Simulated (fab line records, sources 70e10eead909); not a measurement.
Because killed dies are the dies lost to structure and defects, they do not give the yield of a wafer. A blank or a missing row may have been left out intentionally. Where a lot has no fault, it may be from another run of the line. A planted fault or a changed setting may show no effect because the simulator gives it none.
A struck lot beside a sound one	flow nand-harc	18 steps out of a route of 1302
Sound: the wafers L247.1, L247.5, L247.6. The struck wafers were L249.1, L249.5, L249.6. Last of all comes the cause.
Order at every step that has rows: each side's tool, ch and its chambers, its first start. Under that, the readings that differ: sound wafers	struck wafers	difference of the means	sigmas: that difference in standard deviations of wafers without a fault.
alike: a reading whose means differ by less than 2 such deviations, as well as words and numbers matching on both sides. not compared: withheld readings; readings where some wafer has no value; bounds like >300 that might hide an equal value; numbers whose values overlap and for which the record gives no deviation.
A row with sigmas, a row that says differs or no value, or rows on one side alone: a step with any of these is where the two part. Numbers that don't overlap but have no deviation are shown without sigmas and don't part them. A reading missing from all wafers of one side parts the sides only when that side holds two or more wafers.

first, 6 steps without rows for these wafers: NHARC_THIN_TSV_COAT_27; NHARC_THIN_TSV_SOFTBAKE_28 (time 95 s); NHARC_THIN_TSV_EBR_29; NHARC_THIN_TSV_EXPOSE_30 (exposes mask PAD); NHARC_THIN_TSV_PEB_31 (peb time 85 s); NHARC_THIN_TSV_DEVELOP_32 (time 70 s).
NHARC_THIN_TSV_CD_MEAS_33: target cd 5000 nm.
  sound on cd-sem-02 ch 0, day 28 06:50; struck on cd-sem-02 ch 0, day 29 08:01
  alike: cd-nm
then, 1 step without rows for these wafers: NHARC_THIN_TSV_HARDBAKE_34 (time 80 s).
NHARC_THIN_TSV_DESCUM_35: chemistry O2, time 3 s.
  sound on rie-diel-08 ch 2,3, day 28 07:00; struck on rie-diel-03 ch 0,2,3, day 29 08:11
  alike: drypump-motor-current-A, oes-product-au, rf-vpp-V, showerhead-plenum-p-Torr, throttle-valve-pct
  not compared: rf-hours-counter-h
NHARC_THIN_TSV_ETCH_59: etches the open film in Cl2/BCl3, target depth 880 nm, time 138.1 s.
  sound on rie-metal-02 ch 0,1, day 28 07:07; struck on rie-metal-01 ch 0,1, day 29 08:20
  alike: drypump-motor-current-A, oes-product-au, rf-fwd-power-W, throttle-valve-pct
  not compared: rf-hours-counter-h
NHARC_THIN_TSV_ETCH_36: etches the open film in Cl2/BCl3, target depth 65 nm, time 18.571 s.
  sound on rie-metal-02 ch 0,1, day 28 07:27; struck on rie-metal-01 ch 0,1, day 29 08:34
  alike: drypump-motor-current-A, oes-product-au
  not compared: rf-hours-counter-h
NHARC_THIN_TSV_STRIP_56: strips in O2.
  sound on plasma-asher-01 ch 0,1, day 28 07:37; struck on plasma-asher-01 ch 0,1, day 29 08:40
  alike: drypump-motor-current-A, heater-power-w
  not compared: rf-hours-counter-h
NHARC_THIN_TSV_STRIP_57: strips in post etch residue remover, time 1200 s.
  sound on wet-bench-08 ch 0,2,7, day 28 07:55; struck on wet-bench-08 ch 0,1,3, day 29 09:01
NHARC_THIN_TSV_CD_MEAS_37:
  sound on cd-sem-03, day 28 08:21; struck on cd-sem-01, day 29 09:27
  alike: cd-nm
then, 1 step without rows for these wafers: NHARC_THIN_TSV_ANNEAL_58 (time 1800 s).
NHARC_THIN_TSV_INSPECT_40:
  sound on defect-inspect-01, day 28 14:05; struck on defect-inspect-02, day 29 12:54
reading	sound	struck	difference	sigmas
raw-defect-count	446 495 523	1027 1000 1075	+546	+7
NHARC_END_WLT_00:
  sound on prober-02, day 28 14:08; struck on prober-01, day 29 12:57
reading	sound	struck	difference	sigmas
VT_DECK1_TOP_INNER	0.878 0.885 0.885	0.900 0.901 0.905	+0.019	+2
  alike: VT_DECK1_BOTTOM, VT_DECK1_BOTTOM_INNER, VT_DECK1_MEDIAN_NEAR_BOTTOM, VT_DECK1_MEDIAN_NEAR_BOTTOM_INNER, VT_DECK1_MIDDLE, VT_DECK1_MIDDLE_INNER, VT_DECK1_TOP, VT_DECK2_BOTTOM, VT_DECK2_BOTTOM_INNER, VT_DECK2_MEDIAN_NEAR_BOTTOM, VT_DECK2_MEDIAN_NEAR_BOTTOM_INNER, VT_DECK2_MIDDLE, VT_DECK2_MIDDLE_INNER, VT_DECK2_TOP, VT_DECK2_TOP_INNER
NHARC_END_SORT_01:
  sound on prober-02 ch 0, day 28 17:07; struck on prober-01 ch 0, day 29 15:55
reading	sound	struck	difference	sigmas
defect-limited-yield (%)	90.1 92.3 89.1	83.6 79.8 82.6	-8.5	-3
killed-at-other	5 0 0	58 84 79	+72	+65
killed-dies	67 52 74	111 137 118	+58	+3
sort_bin_2_pct (%)	3.7 2.8 3.0	6.2 9.2 7.4	+4.4	+4
sort_bin_3_pct (%)	0.6 0.9 0.4	4.0 3.4 3.5	+3.0	+8
sort-n-pass	610 625 603	566 540 559	-58	-3
sort-yield-pct (%)	90.1 92.3 89.1	83.6 79.8 82.6	-8.5	-3
  alike: killed-at-array, killed-at-periphery, killed-open, killed-short, sort_bin_4_pct, sort-rim-yield-pct

== WHERE THEY PART ==
Earliest at NHARC_THIN_TSV_INSPECT_40; latest, in this record, at NHARC_END_SORT_01.

WHY: what had been put in by the simulator
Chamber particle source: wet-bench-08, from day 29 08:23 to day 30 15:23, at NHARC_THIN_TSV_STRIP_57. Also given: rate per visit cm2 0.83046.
